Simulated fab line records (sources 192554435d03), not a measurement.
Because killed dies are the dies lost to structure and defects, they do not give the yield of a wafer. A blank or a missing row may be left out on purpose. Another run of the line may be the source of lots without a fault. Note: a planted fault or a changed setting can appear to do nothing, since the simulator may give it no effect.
fab line records + flow n5Finfet + part 2 of 2: steps 5 to 6 of 6
record
- lots=22
- wafers=66
- lastDay=17
route steps=1938 shown FIN_SAQP@95 FIN_CUT@172 STI_FIN_REVEAL@187
lots untouched by any fault: they come from a run of this same line in which no faults occurred
startH: hours from the record's opening day to when the first of the lot's shown wafers began + waitH: hours from the lot's prior step to this one + " unchanged from the row above + L1.1+2: several wafers, shown together as one row + - no value, or no start given + * or withheld: withheld + < > ~ a bound
route shown NAME@n: a module of which the file shows steps, and the number in the route of the first + usual: mean and standard deviation over wafers with no fault + same: alike in all rows + chamber/n: place in a boat + sites: each site's reading + _std_site: how widely they spread, as a standard deviation + _edge_site: outer sites' mean less inner sites' + radiusMm: how far each site lies from the wafer's centre + mask NAME#n: copy n + behind: the last tool/chamber to shape the wafer + hold: reason for holding the lot/hours on hold/outcome of the hold + device: transistor that didn't switch, given as n, p or np + end of line: the route-end tests of the same wafers + step lacking rows: just its recipe + killed: dies lost to structure and defects at the first sort, not the wafer's yield + map: per-die view of a wafer (x killed, . not killed, _ where there is no die)
set.NAME: the setting as run; set.NAME@STEP: as run at that earlier step + model.NAME: the simulator's own value behind a step, which no gauge read
one table for each step of the route and one row for each wafer, over a sample of lots
services: the hour from which a tool's chamber was out of use, counted from the record's first day as startH (under 0 if before that day), plus the number of hours and why
## steps
# step N5_FIN_CUT_STRIP_22
# recipe
- chemistry=N2/H2
- powerW=500
- tempC=40
- pressureMtorr=50
- rfFrequencyHz=6e+07
- overashFraction=0.3
- biasPowerW=8
- h2Frac=0.5
- n2FlowSccm=300
- h2FlowSccm=300
# usual
- drypumpMotorCurrentA=5.9/0.36
- h2FlowSccm=300.0/0.94
- oesProductAu=0.74/0.045
- rfVppV=54.2/2.3
- showerheadPlenumPTorr=3.31/0.12
- tempC=40.01/0.11
- throttleValvePct=19.0/0.43
| lot.wafer | tool       | chamber | startH | waitH | drypumpMotorCurrentA | h2FlowSccm | oesProductAu | rfHoursCounterH | rfVppV | showerheadPlenumPTorr | tempC | throttleValvePct |
|-----------|------------|---------|--------|-------|----------------------|------------|--------------|-----------------|--------|-----------------------|-------|------------------|
| L074.1    | rieDiel-01 | 0       | 29.24  | 0.0   | 6.2                  | 302.7      | 0.75         | 159             | 52.9   | 3.22                  | 40.27 | 19.5             |
| L074.2    | "          | 1       | "      | "     | 6.1                  | 299.7      | 0.76         | 162             | 52.7   | 3.33                  | 40.15 | 19.0             |
| L074.3    | "          | 3       | "      | "     | 5.6                  | 299.8      | 0.75         | 145             | 54.2   | 3.49                  | 39.97 | 19.0             |
| L075.2    | rieDiel-06 | 3       | 34.57  | 0.1   | 6.2                  | 298.0      | 0.81         | 118             | 51.7   | 3.38                  | 40.09 | 19.4             |
| L075.5    | "          | 0       | "      | "     | 5.7                  | 299.5      | 0.78         | -               | 52.3   | 3.39                  | 40.13 | 19.6             |
| L075.6    | "          | 1       | "      | "     | 5.2                  | 300.6      | 0.73         | -               | 57.6   | 3.33                  | 39.82 | 18.7             |
| L076.3    | rieDiel-06 | 0       | 43.75  | 0.1   | 5.7                  | 300.9      | 0.78         | 122             | 53.0   | 3.39                  | 39.92 | 19.5             |
| L076.4    | "          | 3       | "      | "     | 6.2                  | 299.8      | 0.80         | 119             | 54.2   | 3.37                  | 39.83 | 19.4             |
| L076.5    | "          | 3       | "      | "     | 6.2                  | 300.6      | 0.81         | -               | 55.3   | 3.37                  | 39.95 | 19.4             |
| L077.3    | rieDiel-01 | 0       | 45.62  | 0.0   | 6.2                  | 298.9      | 0.74         | 166             | 55.2   | 3.21                  | 39.99 | 19.4             |
| L077.5    | "          | 0       | "      | "     | 6.2                  | 300.6      | 0.74         | -               | 53.6   | 3.21                  | 39.86 | 19.5             |
| L077.6    | "          | 1       | "      | "     | 6.1                  | 300.7      | 0.75         | -               | 55.0   | 3.33                  | 40.02 | 19.0             |
| L078.2    | rieDiel-06 | 0       | 51.37  | 0.0   | 5.7                  | 300.0      | 0.78         | 124             | 55.1   | 3.39                  | 39.93 | 19.6             |
| L078.3    | "          | 3       | "      | "     | 6.2                  | 299.8      | 0.79         | 121             | 57.4   | 3.37                  | 39.96 | 19.4             |
| L078.4    | "          | 2       | "      | "     | 5.6                  | 299.6      | 0.82         | 105             | 54.8   | 3.13                  | 39.94 | 18.9             |
| L079.1    | rieDiel-06 | 1       | 59.84  | 0.0   | 5.2                  | 301.8      | 0.73         | 192             | 58.6   | 3.33                  | 40.17 | 18.7             |
| L079.3    | "          | 0       | "      | "     | 5.7                  | 299.2      | 0.78         | 126             | 54.7   | 3.39                  | 39.76 | 19.5             |
| L079.4    | "          | 3       | "      | "     | 6.2                  | 299.6      | 0.77         | 123             | 52.7   | 3.37                  | 40.12 | 19.4             |
| L080.2    | rieDiel-05 | 0       | 64.72  | 0.0   | 6.4                  | 300.6      | 0.71         | 212             | 54.6   | 3.21                  | 39.99 | 19.4             |
| L080.4    | "          | 3       | "      | "     | 6.1                  | 299.4      | 0.71         | 175             | 57.4   | 3.50                  | 40.06 | 19.0             |
| L080.6    | "          | 3       | "      | "     | 6.1                  | 298.8      | 0.72         | -               | 53.3   | 3.50                  | 40.04 | 19.0             |
| L081.2    | rieDiel-01 | 1       | 71.01  | 0.0   | 6.1                  | 300.6      | 0.75         | 177             | 54.8   | 3.33                  | 39.94 | 19.1             |
| L081.5    | "          | 3       | "      | "     | 5.6                  | 298.9      | 0.73         | -               | 56.3   | 3.48                  | 40.18 | 19.0             |
| L081.6    | "          | 0       | "      | "     | 6.2                  | 299.6      | 0.73         | -               | 51.8   | 3.21                  | 40.16 | 19.5             |
| L082.1    | rieDiel-05 | 3       | 77.35  | 0.0   | 6.2                  | 300.8      | 0.71         | 179             | 51.6   | 3.50                  | 40.06 | 19.0             |
| L082.4    | "          | 2       | "      | "     | 6.2                  | 299.7      | 0.72         | 196             | 52.4   | 3.19                  | 40.01 | 18.2             |
| L082.5    | "          | 3       | "      | "     | 6.2                  | 300.4      | 0.72         | -               | 62.2   | 3.50                  | 39.96 | 19.0             |
| L083.1    | rieDiel-05 | 0       | 88.36  | 0.0   | 6.5                  | 299.8      | 0.70         | 219             | 55.7   | 3.20                  | 39.89 | 19.4             |
| L083.4    | "          | 2       | "      | "     | 6.2                  | 298.4      | 0.70         | 200             | 51.8   | 3.19                  | 40.02 | 18.1             |
| L083.6    | "          | 1       | "      | "     | 6.0                  | 299.3      | 0.75         | -               | 58.8   | 3.35                  | 40.09 | 18.5             |
| L084.1    | rieDiel-06 | 1       | 88.82  | 0.0   | 5.2                  | 301.1      | 0.71         | 201             | 53.1   | 3.32                  | 40.00 | 18.7             |
| L084.3    | "          | 2       | "      | "     | 5.7                  | 299.4      | 0.80         | 116             | 56.4   | 3.12                  | 40.01 | 18.9             |
| L084.4    | "          | 3       | "      | "     | 6.2                  | 299.9      | 0.76         | 132             | 58.6   | 3.36                  | 40.10 | 19.4             |
| L085.3    | rieDiel-01 | 0       | 94.76  | 0.1   | 6.2                  | 300.7      | 0.74         | 181             | 56.0   | 3.20                  | 39.88 | 19.5             |
| L085.5    | "          | 2       | "      | "     | 5.2                  | 301.3      | 0.69         | -               | 50.6   | 3.30                  | 40.11 | 19.4             |
| L085.6    | "          | 1       | "      | "     | 6.1                  | 299.7      | 0.73         | -               | 54.7   | 3.32                  | 39.99 | 19.0             |
| L086.1    | rieDiel-06 | 0       | 100.13 | 0.1   | 5.7                  | 298.1      | 0.77         | 138             | 51.3   | 3.38                  | 40.07 | 19.5             |
| L086.2    | "          | 3       | "      | "     | 6.2                  | 299.8      | 0.76         | 136             | 57.1   | 3.36                  | 39.97 | 19.5             |
| L086.4    | "          | 1       | "      | "     | 5.2                  | 302.7      | 0.72         | 204             | 57.5   | 3.32                  | 39.96 | 18.7             |
| L087.1    | rieDiel-05 | 3       | 106.74 | 0.1   | 6.2                  | 300.8      | 0.70         | 187             | 54.2   | 3.49                  | 40.18 | 19.0             |
| L087.3    | "          | 2       | "      | "     | 6.2                  | 299.0      | 0.71         | 205             | 49.9   | 3.18                  | 40.01 | 18.1             |
| L087.6    | "          | 2       | "      | "     | 6.2                  | 298.6      | 0.70         | -               | 54.1   | 3.18                  | 39.91 | 18.1             |
| L088.1    | rieDiel-05 | 2       | 116.10 | 0.0   | 6.2                  | 298.8      | 0.71         | 208             | 53.5   | 3.18                  | 40.12 | 18.2             |
| L088.2    | "          | 0       | "      | "     | 6.4                  | 301.1      | 0.70         | 228             | 48.5   | 3.20                  | 40.02 | 19.4             |
| L088.4    | "          | 3       | "      | "     | 6.1                  | 301.3      | 0.70         | 191             | 53.3   | 3.49                  | 39.85 | 19.0             |
| L089.1    | rieDiel-06 | 1       | 117.85 | 0.0   | 5.2                  | 299.4      | 0.72         | 210             | 55.5   | 3.32                  | 39.97 | 18.7             |
| L089.2    | "          | 2       | "      | "     | 5.7                  | 300.5      | 0.78         | 125             | 53.4   | 3.12                  | 39.92 | 19.0             |
| L089.4    | "          | 3       | "      | "     | 6.2                  | 300.3      | 0.75         | 143             | 52.6   | 3.36                  | 39.80 | 19.4             |
| L090.3    | rieDiel-05 | 0       | 126.00 | 0.3   | 6.4                  | 302.0      | 0.71         | 231             | 53.9   | 3.20                  | 40.03 | 19.5             |
| L090.4    | "          | 2       | "      | "     | 6.2                  | 300.1      | 0.70         | 211             | 53.6   | 3.18                  | 39.97 | 18.2             |
| L090.6    | "          | 3       | "      | "     | 6.2                  | 300.9      | 0.70         | -               | 52.6   | 3.49                  | 40.06 | 19.0             |
| L092.2    | rieDiel-01 | 2       | 138.82 | 0.0   | 5.2                  | 299.2      | 0.95         | 1               | 52.6   | 3.29                  | 39.93 | 19.0             |
| L092.3    | "          | 1       | "      | "     | 6.1                  | 299.5      | 0.72         | 202             | 54.2   | 3.31                  | 40.05 | 19.1             |
| L092.4    | "          | 3       | "      | "     | 5.7                  | 300.3      | 0.71         | 180             | 51.4   | 3.47                  | 39.83 | 19.1             |
| L093.4    | rieDiel-05 | 0       | 145.29 | 0.0   | 6.4                  | 300.0      | 0.69         | 236             | 53.2   | 3.20                  | 40.11 | 19.4             |
| L093.5    | "          | 0       | "      | "     | 6.5                  | 299.2      | 0.69         | -               | 56.7   | 3.20                  | 40.16 | 19.4             |
| L093.6    | "          | 1       | "      | "     | 6.0                  | 301.0      | 0.75         | -               | 52.5   | 3.34                  | 39.92 | 18.5             |
| L094.1    | rieDiel-05 | 2       | 148.40 | 0.1   | 6.2                  | 301.8      | 0.70         | 218             | 49.1   | 3.18                  | 40.16 | 18.1             |
| L094.3    | "          | 1       | "      | "     | 6.0                  | 300.7      | 0.75         | 165             | 54.7   | 3.34                  | 40.16 | 18.6             |
| L094.5    | "          | 2       | "      | "     | 6.2                  | 301.1      | 0.69         | -               | 55.4   | 3.18                  | 40.04 | 18.1             |
| L095.3    | rieDiel-06 | 3       | 154.63 | 0.0   | 6.2                  | 300.6      | 0.75         | 152             | 57.7   | 3.36                  | 40.17 | 19.4             |
| L095.4    | "          | 2       | "      | "     | 5.6                  | 300.4      | 0.78         | 134             | 52.4   | 3.12                  | 39.87 | 18.9             |
| L095.5    | "          | 3       | "      | "     | 6.2                  | 300.6      | 0.75         | -               | 51.7   | 3.35                  | 40.15 | 19.4             |
| L097.1    | rieDiel-05 | 2       | 165.75 | 0.3   | 6.2                  | 300.3      | 0.69         | 223             | 50.8   | 3.17                  | 40.03 | 18.2             |
| L097.3    | "          | 0       | "      | "     | 6.5                  | 300.4      | 0.68         | 241             | 55.4   | 3.19                  | 40.03 | 19.4             |
| L097.5    | "          | 3       | "      | "     | 6.3                  | 299.8      | 0.69         | -               | 56.9   | 3.48                  | 39.93 | 19.1             |
# step N5_STI_FIN_REVEAL_CMP_04
# recipe
- stopOn=Si3N4
- tOverpolishS=4
- downForcePsi=2
- platenRpm=54.18
- postCmpClean=alkalineBrush
- padVelocityMS=1.078
- targetThkNm=131.83
# usual
- motorCurrentA=7.8/0.74
- overpolishRunS=4.001/0.0085
- timeToEndpointS=101/4.2
| lot.wafer | tool   | chamber | startH | waitH | motorCurrentA | overpolishRunS | timeToEndpointS |
|-----------|--------|---------|--------|-------|---------------|----------------|-----------------|
| L074.1    | cmp-03 | 3       | 34.61  | 0.1   | 7.3           | 3.999          | 94              |
| L074.3    | "      | 0       | "      | "     | 8.2           | 3.999          | 99              |
| L074.2    | "      | 1       | "      | "     | 8.4           | 4.011          | 98              |
| L075.2    | cmp-03 | 1       | 39.97  | 0.1   | 7.9           | 4.019          | 96              |
| L075.6    | "      | 2       | "      | "     | 7.2           | 4.006          | 97              |
| L075.5    | "      | 3       | "      | "     | 7.3           | 3.984          | 93              |
| L076.4    | cmp-01 | 2       | 49.07  | 0.1   | 8.0           | 4.005          | 101             |
| L076.3    | "      | 0       | "      | "     | 6.3           | 3.997          | 102             |
| L076.5    | "      | 1       | "      | "     | 8.3           | 4.014          | 103             |
| L077.3    | cmp-02 | 3       | 51.31  | 0.1   | 6.9           | 4.011          | 102             |
| L077.5    | "      | 2       | "      | "     | 9.5           | 4.005          | 101             |
| L077.6    | "      | 3       | "      | "     | 7.1           | 4.004          | 98              |
| L078.4    | cmp-02 | 3       | 56.66  | 0.0   | 7.0           | 4.016          | 99              |
| L078.2    | "      | 0       | "      | "     | 8.6           | 3.985          | 100             |
| L078.3    | "      | 2       | "      | "     | 8.9           | 4.003          | 104             |
| L079.1    | cmp-01 | 2       | 65.12  | 0.0   | 8.6           | 3.987          | 108             |
| L079.4    | "      | 3       | "      | "     | 6.8           | 3.991          | 104             |
| L079.3    | "      | 1       | "      | "     | 8.7           | 4.010          | 107             |
| L080.2    | cmp-03 | 3       | 70.00  | 0.0   | 7.3           | 3.999          | 99              |
| L080.4    | "      | 1       | "      | "     | 8.3           | 4.017          | 102             |
| L080.6    | "      | 3       | "      | "     | 7.2           | 4.002          | 98              |
| L081.2    | cmp-03 | 1       | 76.79  | 0.0   | 8.4           | 3.988          | 96              |
| L081.5    | "      | 1       | "      | "     | 8.0           | 3.986          | 95              |
| L081.6    | "      | 2       | "      | "     | 7.3           | 3.996          | 99              |
| L082.1    | cmp-02 | 0       | 82.71  | 0.1   | 8.5           | 3.979          | 103             |
| L082.4    | "      | 1       | "      | "     | 7.9           | 4.006          | 105             |
| L082.5    | "      | 3       | "      | "     | 7.2           | 3.990          | 104             |
| L083.1    | cmp-02 | 3       | 95.90  | 0.0   | 7.1           | 3.996          | 102             |
| L083.4    | "      | 0       | "      | "     | 8.5           | 3.989          | 105             |
| L083.6    | "      | 0       | "      | "     | 8.6           | 4.005          | 102             |
| L084.3    | cmp-03 | 0       | 96.20  | 0.1   | 8.2           | 3.991          | 101             |
| L084.4    | "      | 1       | "      | "     | 7.7           | 3.992          | 97              |
| L084.1    | "      | 2       | "      | "     | 7.3           | 3.997          | 96              |
| L085.3    | cmp-02 | 3       | 100.04 | 0.0   | 6.7           | 3.985          | 105             |
| L085.6    | "      | 3       | "      | "     | 6.8           | 4.011          | 102             |
| L085.5    | "      | 0       | "      | "     | 8.4           | 3.992          | 102             |
| L086.4    | cmp-02 | 1       | 105.43 | 0.0   | 8.0           | 4.011          | 104             |
| L086.2    | "      | 2       | "      | "     | 9.2           | 4.002          | 102             |
| L086.1    | "      | 3       | "      | "     | 7.5           | 4.003          | 101             |
| L087.1    | cmp-03 | 3       | 112.03 | 0.0   | 7.1           | 4.006          | 94              |
| L087.3    | "      | 0       | "      | "     | 7.9           | 4.005          | 101             |
| L087.6    | "      | 0       | "      | "     | 7.9           | 3.998          | 101             |
| L088.2    | cmp-02 | 2       | 121.46 | 0.0   | 9.3           | 4.009          | 104             |
| L088.4    | "      | 3       | "      | "     | 6.4           | 4.007          | 104             |
| L088.1    | "      | 0       | "      | "     | 8.1           | 4.000          | 98              |
| L089.2    | cmp-02 | 3       | 123.26 | 0.0   | 6.7           | 3.995          | 103             |
| L089.1    | "      | 1       | "      | "     | 8.0           | 4.006          | 103             |
| L089.4    | "      | 2       | "      | "     | 9.3           | 3.994          | 102             |
| L090.4    | cmp-03 | 3       | 131.46 | 0.1   | 7.1           | 3.996          | 95              |
| L090.3    | "      | 1       | "      | "     | 7.5           | 3.995          | 97              |
| L090.6    | "      | 2       | "      | "     | 7.0           | 3.997          | 102             |
| L092.4    | cmp-03 | 1       | 144.13 | 0.0   | 7.9           | 4.006          | 99              |
| L092.3    | "      | 2       | "      | "     | 7.0           | 3.999          | 105             |
| L092.2    | "      | 3       | "      | "     | 7.2           | 3.983          | 100             |
| L093.4    | cmp-03 | 1       | 150.78 | 0.1   | 8.1           | 4.002          | 100             |
| L093.6    | "      | 3       | "      | "     | 7.2           | 3.998          | 98              |
| L093.5    | "      | 0       | "      | "     | 8.1           | 4.017          | 105             |
| L094.3    | cmp-03 | 2       | 154.97 | 0.1   | 8.1           | 4.010          | 105             |
| L094.1    | "      | 3       | "      | "     | 6.9           | 4.006          | 92              |
| L094.5    | "      | 1       | "      | "     | 8.0           | 3.995          | 96              |
| L095.4    | cmp-01 | 1       | 160.00 | 0.1   | 9.1           | 4.020          | 109             |
| L095.3    | "      | 3       | "      | "     | 7.3           | 4.004          | 108             |
| L095.5    | "      | 0       | "      | "     | 6.5           | 4.007          | 104             |
| L097.1    | cmp-02 | 3       | 171.98 | 0.1   | 6.9           | 4.007          | 105             |
| L097.3    | "      | 0       | "      | "     | 8.2           | 4.009          | 102             |
| L097.5    | "      | 2       | "      | "     | 8.9           | 3.994          | 111             |
## services
| tool         | chamber | startH | hours | kind   |
|--------------|---------|--------|-------|--------|
| cmp-02       | -       | -1.43  | 4.7   | repair |
| rieDiel-01   | 2       | 24.60  | 22.8  | repair |
| cmp-02       | -       | 24.83  | 5.1   | pm     |
| cmp-03       | -       | 27.09  | 5.5   | repair |
| rieDiel-06   | 3       | 38.09  | 5.0   | repair |
| aldSin-04    | 3       | 39.80  | 5.3   | repair |
| rtpAnneal-01 | -       | 55.40  | 5.4   | pm     |
| aldSin-04    | 2       | 55.56  | 4.5   | repair |
| rieDiel-03   | 0       | 57.56  | 11.0  | repair |
| rieDiel-04   | 2       | 58.03  | 14.0  | repair |
| rieDiel-01   | 2       | 59.15  | 2.7   | repair |
| rieDiel-06   | -       | 75.90  | 0.5   | repair |
| aldSin-04    | -       | 76.34  | 1.2   | repair |
| cmp-02       | -       | 79.15  | 1.1   | repair |
| aldSin-02    | 0       | 83.17  | 1.5   | repair |
| rieDiel-01   | 3       | 83.26  | 8.8   | repair |
| rieDiel-06   | 0       | 101.16 | 4.5   | repair |
| cmp-02       | -       | 113.09 | 4.0   | pm     |
| rieDiel-04   | -       | 122.84 | 15.6  | pm     |
| rieDiel-01   | 3       | 123.80 | 3.1   | repair |
| aldSin-02    | 2       | 123.87 | 4.4   | repair |
| cmp-02       | -       | 126.03 | 1.2   | repair |
| cmp-03       | -       | 158.52 | 0.8   | repair |
| cmp-03       | -       | 165.89 | 4.2   | repair |
